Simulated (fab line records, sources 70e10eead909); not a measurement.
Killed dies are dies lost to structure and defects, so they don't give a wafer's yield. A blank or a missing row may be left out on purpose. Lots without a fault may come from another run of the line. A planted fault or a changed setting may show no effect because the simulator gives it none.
fab line records | flow nand_harc
record lots=14 wafers=42 last_day=34
route steps=1302 shown P_ZERO_WELL@33
lots that met no fault: from a run of the same line without faults
start_h: hours from the record's first day to the start of the lot's first wafer shown | wait_h: hours since the lot's step before | " the same as in the row above | L1.1+2: a row that stands for several wafers | - no value, or no start given | * or withheld: withheld | < > ~ a bound
route shown NAME@n: a module of which the file shows steps, and the number in the route of the first | usual: mean/standard deviation of fault-free wafers | same: alike in all rows | chamber/n: place in a boat | sites: the reading at each site | _std_site: their standard deviation | _edge_site: outer sites' mean less inner sites' | radius_mm: how far each site lies from the wafer's centre | mask NAME#n: copy n | behind: the tool/chamber that last shaped the wafer | hold: why the lot was held/for how many hours/how that ended | device: the transistor (n, p or np) that didn't switch | end of line: the same wafers' tests at the end of the route | a step without rows: its recipe alone | killed: dies lost to structure and defects at the first sort, not the wafer's yield | map: a wafer's dies, x killed, . not, _ none there
set.NAME: the setting as run; set.NAME@STEP: as run at that earlier step | model.NAME: the simulator's own value behind a step, which no gauge read
steps of the route over a sample of lots; a table a step, a row a wafer
services: from which hour (start_h, from the record's first day; less than 0 if before it) a tool's chamber was out of use, for how many hours, and why
## steps
# step NHARC_P_ZERO_WELL_IMPLANT_57
# recipe energy_kev=250 dose_cm2=4e+12 tilt_deg=7
# usual beam_energy_keV=250.00/0.074 beam_on_s=9.97/0.2 implant_ion_amu=31/0
# columns lot.wafer tool chamber start_h wait_h beam_energy_keV beam_on_s implant_ion_amu
L479.1 implanter-02 0 33.06 0.2 250.03 10.18 31
L479.2 " 0 " " 249.92 9.92 31
L479.4 " 0 " " 249.98 10.18 31
L480.1 implanter-02 0 42.94 0.2 250.01 9.84 31
L480.2 " 0 " " 249.99 10.00 31
L480.6 " 0 " " 250.01 9.78 31
L481.1 implanter-01 0 52.85 0.1 249.98 9.75 31
L481.3 " 0 " " 250.06 10.05 31
L481.4 " 0 " " 250.09 9.66 31
L482.2 implanter-02 0 63.09 0.1 249.98 9.95 31
L482.3 " 0 " " 250.01 9.95 31
L482.5 " 0 " " 250.05 9.71 31
L483.3 implanter-02 - 73.24 0.2 - - -
L483.4 " - " " - - -
L483.6 " - " " - - -
L484.4 implanter-02 - 83.03 0.2 - - -
L484.5 " - " " - - -
L484.6 " - " " - - -
L492.1 implanter-02 0 163.10 0.1 249.95 10.17 31
L492.2 " 0 " " 250.04 9.94 31
L492.4 " 0 " " 250.07 9.67 31
L493.3 implanter-02 0 173.18 0.1 250.01 10.01 31
L493.4 " 0 " " 249.89 10.06 31
L493.5 " 0 " " 250.06 9.90 31
L494.2 implanter-02 0 182.85 0.2 250.06 10.01 31
L494.3 " 0 " " 250.11 9.99 31
L494.5 " 0 " " 250.17 10.03 31
L497.2 implanter-01 0 213.14 0.1 249.94 9.78 31
L497.4 " 0 " " 249.97 10.12 31
L497.6 " 0 " " 250.03 9.81 31
L498.3 implanter-01 0 223.15 0.1 249.96 9.77 31
L498.4 " 0 " " 250.03 9.90 31
L498.5 " 0 " " 249.94 10.09 31
L499.1 implanter-01 0 232.98 0.2 249.86 10.11 31
L499.2 " 0 " " 249.82 9.93 31
L499.5 " 0 " " 250.06 10.23 31
L500.1 implanter-01 0 243.27 0.2 250.09 10.14 31
L500.3 " 0 " " 250.08 10.22 31
L500.5 " 0 " " 250.04 10.06 31
L501.2 implanter-02 0 253.16 0.2 250.15 9.89 31
L501.3 " 0 " " 250.08 9.88 31
L501.6 " 0 " " 250.08 9.62 31
# step NHARC_P_ZERO_WELL_CD_MEAS_37
# recipe target_cd_nm=720 landing_energy_ev=500
# usual cd_nm=719.8/1.3
# columns lot.wafer tool chamber start_h wait_h cd_nm
L479.1 cd_sem-03 0 34.21 - 717.2
L479.2 " 0 " " 720.2
L479.4 " 0 " " 719.0
L480.1 cd_sem-03 0 43.96 - 719.5
L480.2 " 0 " " 721.4
L480.6 " 0 " " 720.6
L481.1 cd_sem-02 0 53.88 - 720.1
L481.3 " 0 " " 719.7
L481.4 " 0 " " 718.7
L482.2 cd_sem-02 0 64.22 - 720.4
L482.3 " 0 " " 722.3
L482.5 " 0 " " 719.7
L483.3 cd_sem-03 0 74.23 - 720.6
L483.4 " 0 " " 719.5
L483.6 " 0 " " 717.7
L484.4 cd_sem-02 0 84.10 - 719.5
L484.5 " 0 " " 719.8
L484.6 " 0 " " 719.0
L492.1 cd_sem-01 0 164.12 - 717.3
L492.2 " 0 " " 716.5
L492.4 " 0 " " 718.7
L493.3 cd_sem-02 0 174.28 - 721.4
L493.4 " 0 " " 719.0
L493.5 " 0 " " 719.2
L494.2 cd_sem-01 0 183.98 - 721.4
L494.3 " 0 " " 721.7
L494.5 " 0 " " 721.4
L497.2 cd_sem-03 0 214.14 - 721.9
L497.4 " 0 " " 722.3
L497.6 " 0 " " 721.7
L498.3 cd_sem-03 0 224.25 - 721.9
L498.4 " 0 " " 721.9
L498.5 " 0 " " 720.4
L499.1 cd_sem-03 0 234.13 - 720.6
L499.2 " 0 " " 720.1
L499.5 " 0 " " 718.4
L500.1 cd_sem-01 0 244.30 - 718.6
L500.3 " 0 " " 718.4
L500.5 " 0 " " 718.0
L501.2 cd_sem-02 0 254.28 - 720.4
L501.3 " 0 " " 720.7
L501.6 " 0 " " 720.1
# step NHARC_P_ZERO_WELL_DESCUM_39
# recipe time_s=3 o2_flow_sccm=200 ar_flow_sccm=0 bias_power_w=0 chemistry=O2
# usual drypump_motor_current_A=5.8/0.42 oes_product_au=0.999/0.0072 rf_vpp_V=57.7/0.82 showerhead_plenum_p_Torr=1.87/0.062 throttle_valve_pct=11.311/0.0091
# columns lot.wafer tool chamber start_h wait_h drypump_motor_current_A oes_product_au rf_hours_counter_h rf_vpp_V showerhead_plenum_p_Torr throttle_valve_pct
L479.4 rie_diel-05 3 34.37 - 6.4 1.003 53 56.7 1.82 11.329
L479.2 " 0 " " 5.4 1.009 54 56.2 1.81 11.318
L479.1 " 2 " " 6.4 0.998 47 57.6 1.82 11.310
L480.1 rie_diel-05 0 44.18 - 5.4 1.011 56 58.2 1.81 11.318
L480.2 " 3 " " 6.4 0.995 54 56.1 1.82 11.315
L480.6 " 1 " " 5.0 0.985 - 57.1 1.79 11.317
L481.3 rie_diel-03 2 54.04 - 6.1 0.996 32 57.4 1.86 11.308
L481.1 " 3 " " 5.5 1.007 37 57.5 1.94 11.307
L481.4 " 1 " " 5.4 1.009 40 57.4 1.95 11.309
L482.2 rie_diel-03 1 64.39 - 5.4 1.000 43 58.6 1.95 11.293
L482.3 " 3 " " 5.6 1.020 39 59.7 1.94 11.313
L482.5 " 1 " " 5.4 1.002 - 57.7 1.95 11.302
L483.3 rie_diel-06 0 74.38 - 5.8 0.996 34 56.4 1.88 11.307
L483.4 " 2 " " 5.8 1.008 36 59.3 1.99 11.319
L483.6 " 1 " " 6.5 1.002 - 59.6 1.88 11.287
L484.4 rie_diel-05 0 84.29 - 5.4 1.006 7 58.3 1.80 11.317
L484.5 " 3 " " 6.4 1.004 - 58.9 1.82 11.315
L484.6 " 0 " " 5.4 0.996 - 57.3 1.80 11.316
L492.2 rie_diel-06 1 164.28 - 6.5 1.003 8 57.0 1.87 11.298
L492.1 " 3 " " 5.5 0.999 6 58.0 1.81 11.308
L492.4 " 0 " " 5.8 0.996 8 56.6 1.87 11.300
L493.3 rie_diel-03 1 174.43 - 5.4 0.988 18 58.3 1.94 11.320
L493.4 " 0 " " 5.8 1.001 19 57.9 1.88 11.309
L493.5 " 2 " " 6.0 0.994 - 57.9 1.84 11.322
L494.3 rie_diel-05 0 184.14 - 5.4 1.011 48 57.3 1.79 11.301
L494.2 " 2 " " 6.4 1.002 44 58.9 1.80 11.314
L494.5 " 0 " " 5.4 1.003 - 57.0 1.79 11.317
L497.2 rie_diel-05 2 214.29 - 6.4 0.993 57 57.4 1.80 11.322
L497.4 " 3 " " 6.4 1.002 55 57.0 1.80 11.320
L497.6 " 2 " " 6.4 0.989 - 58.5 1.80 11.315
L498.4 rie_diel-06 3 224.40 - 5.5 1.004 25 58.9 1.81 11.310
L498.3 " 0 " " 5.8 0.988 22 57.7 1.86 11.306
L498.5 " 0 " " 5.8 0.996 - 58.0 1.86 11.328
L499.2 rie_diel-03 3 234.29 - 5.5 1.004 44 58.1 1.92 11.308
L499.1 " 1 " " 5.4 0.997 44 57.3 1.93 11.323
L499.5 " 2 " " 6.1 0.993 - 57.2 1.84 11.303
L500.1 rie_diel-06 1 244.46 - 6.5 0.989 29 56.8 1.87 11.318
L500.3 " 0 " " 5.8 1.001 25 57.6 1.86 11.319
L500.5 " 2 " " 5.8 1.002 - 57.4 1.97 11.309
L501.3 rie_diel-03 1 254.44 - 5.4 0.990 51 59.9 1.93 11.303
L501.2 " 2 " " 6.1 0.996 52 57.3 1.83 11.307
L501.6 " 2 " " 6.0 0.987 - 57.3 1.83 11.301
# step NHARC_P_ZERO_WELL_DESCUM_54
# recipe time_s=3 o2_flow_sccm=200 ar_flow_sccm=0 bias_power_w=0 chemistry=O2
# usual drypump_motor_current_A=5.8/0.43 oes_product_au=0.999/0.0078 rf_vpp_V=57.5/0.79 showerhead_plenum_p_Torr=1.87/0.065 throttle_valve_pct=11.310/0.0088
# columns lot.wafer tool chamber start_h wait_h drypump_motor_current_A oes_product_au rf_hours_counter_h rf_vpp_V showerhead_plenum_p_Torr throttle_valve_pct
L479.4 rie_diel-03 1 36.01 - 5.4 0.990 32 57.2 1.95 11.319
L479.2 " 3 " " 5.5 1.009 33 57.2 1.94 11.317
L479.1 " 0 " " 5.8 0.996 23 57.9 1.89 11.309
L480.2 rie_diel-06 1 45.86 - 6.5 1.001 31 58.3 1.88 11.316
L480.1 " 3 " " 5.5 0.997 24 57.8 1.82 11.316
L480.6 " 0 " " 5.8 1.004 - 56.6 1.88 11.311
L481.4 rie_diel-06 2 55.55 - 5.8 1.009 32 57.6 1.99 11.310
L481.1 " 0 " " 5.8 0.984 30 57.9 1.88 11.309
L481.3 " 1 " " 6.5 1.009 33 59.0 1.88 11.294
L482.2 rie_diel-03 1 66.03 - 5.4 0.996 43 58.8 1.95 11.301
L482.3 " 2 " " 6.1 0.989 34 56.7 1.85 11.308
L482.5 " 3 " " 5.5 1.001 - 58.1 1.94 11.316
L483.4 rie_diel-03 1 76.01 - 5.4 0.993 46 58.1 1.95 11.308
L483.3 " 2 " " 6.1 0.993 37 56.5 1.85 11.319
L483.6 " 2 " " 6.1 0.999 - 57.6 1.85 11.311
L484.4 rie_diel-03 2 85.91 - 6.1 0.988 40 58.6 1.85 11.303
L484.6 " 2 " " 6.1 0.997 - 58.2 1.85 11.296
L484.5 " 3 " " 5.6 1.005 - 57.4 1.94 11.311
L492.2 rie_diel-03 0 165.94 - 5.8 0.993 16 57.8 1.88 11.303
L492.1 " 1 " " 5.4 0.988 15 56.9 1.94 11.318
L492.4 " 3 " " 5.6 1.004 18 58.5 1.93 11.312
L493.3 rie_diel-03 0 177.76 - 5.8 1.000 20 58.4 1.88 11.318
L493.4 " 2 " " 6.0 0.997 23 56.1 1.84 11.321
L493.5 " 0 " " 5.8 0.993 - 57.2 1.88 11.316
L494.3 rie_diel-06 1 185.65 - 6.5 0.999 18 55.7 1.87 11.314
L494.2 " 0 " " 5.8 0.994 13 56.7 1.87 11.310
L494.5 " 2 " " 5.8 1.010 - 57.4 1.98 11.322
L497.4 rie_diel-06 0 215.94 - 5.8 0.998 20 57.6 1.87 11.312
L497.2 " 2 " " 5.8 1.004 20 57.4 1.97 11.322
L497.6 " 0 " " 5.7 0.992 - 58.5 1.87 11.295
L498.3 rie_diel-05 1 226.05 - 4.9 1.010 62 57.3 1.77 11.307
L498.4 " 2 " " 6.4 0.996 62 57.0 1.79 11.315
L498.5 " 2 " " 6.4 0.993 - 58.1 1.79 11.303
L499.1 rie_diel-03 1 235.94 - 5.4 0.996 44 58.3 1.93 11.301
L499.2 " 2 " " 6.0 0.990 46 57.7 1.83 11.307
L499.5 " 3 " " 5.6 0.995 - 58.7 1.92 11.308
L500.3 rie_diel-05 1 246.10 - 4.9 0.995 3 58.4 2.08 11.289
L500.1 " 0 " " 5.4 1.003 3 57.1 1.79 11.317
L500.5 " 1 " " 5.0 0.994 - 58.3 2.08 11.316
L501.3 rie_diel-03 2 256.08 - 6.0 0.994 53 58.1 1.83 11.323
L501.2 " 3 " " 5.5 1.006 46 57.5 1.92 11.313
L501.6 " 3 " " 5.5 1.001 - 58.5 1.92 11.319
## services
# columns tool chamber start_h hours kind
rie_diel-03 0 9.89 - clean
rie_diel-03 1 9.89 - clean
rie_diel-03 2 9.89 - clean
rie_diel-03 3 9.89 - clean
rie_diel-03 0 35.29 - clean
rie_diel-03 1 35.29 - clean
rie_diel-03 2 35.29 - clean
rie_diel-03 3 35.29 - clean
rie_diel-05 2 41.25 6.3 repair
rie_diel-06 2 43.20 5.9 repair
rie_diel-05 - 52.68 9.0 pm
rie_diel-05 0 73.52 2.9 repair
rie_diel-03 - 104.39 9.0 pm
rie_diel-06 - 130.20 9.0 pm
implanter-02 - 146.43 13.0 pm
rie_diel-05 - 148.04 0.4 repair
rie_diel-06 2 166.95 4.0 repair
rie_diel-05 1 170.07 4.3 repair
rie_diel-06 0 172.12 6.9 repair
rie_diel-03 0 183.20 36.3 repair
rie_diel-05 0 208.16 2.1 repair
rie_diel-03 0 228.23 12.8 repair
rie_diel-05 - 229.68 9.0 pm
rie_diel-03 3 239.69 9.6 repair
## key
first_sign step=NHARC_P_ZERO_WELL_IMPLANT_57 reading=tool_record direction=missing
effect none on later readings
met_at NHARC_P_ZERO_WELL_IMPLANT_57
struck_lots L483,L484
later_rows_left_out L483.3,L483.4,L483.6,L484.4,L484.5,L484.6
sort_left_out L483.3,L483.4,L483.6,L484.4,L484.5,L484.6
tester_left_out L483,L484
not_acting_at NHARC_P_ZERO_WELL_CD_MEAS_37,NHARC_P_ZERO_WELL_DESCUM_39,NHARC_P_ZERO_WELL_DESCUM_54
onset_between 63.09 73.24
fault kind=skipped_step_whole tool=implanter-02 chamber=- onset_h=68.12 steps=NHARC_P_ZERO_WELL_IMPLANT_57 scope=struck_lots_only
# tester_left_out: of these lots the tester's yield and bins aren't shown, on N5 and GAA mostly nor the transistor test; their killed dies are dies lost to structure and defects alone, not to doping, threshold or leakage, so they don't give the yield
# sort_left_out: the simulated sort isn't trusted on such a fault, so these wafers' sort isn't shown, and their yield isn't known
# later_rows_left_out: the simulator's readings of these wafers behind a module that went badly wrong aren't trusted and aren't shown, but for the sort
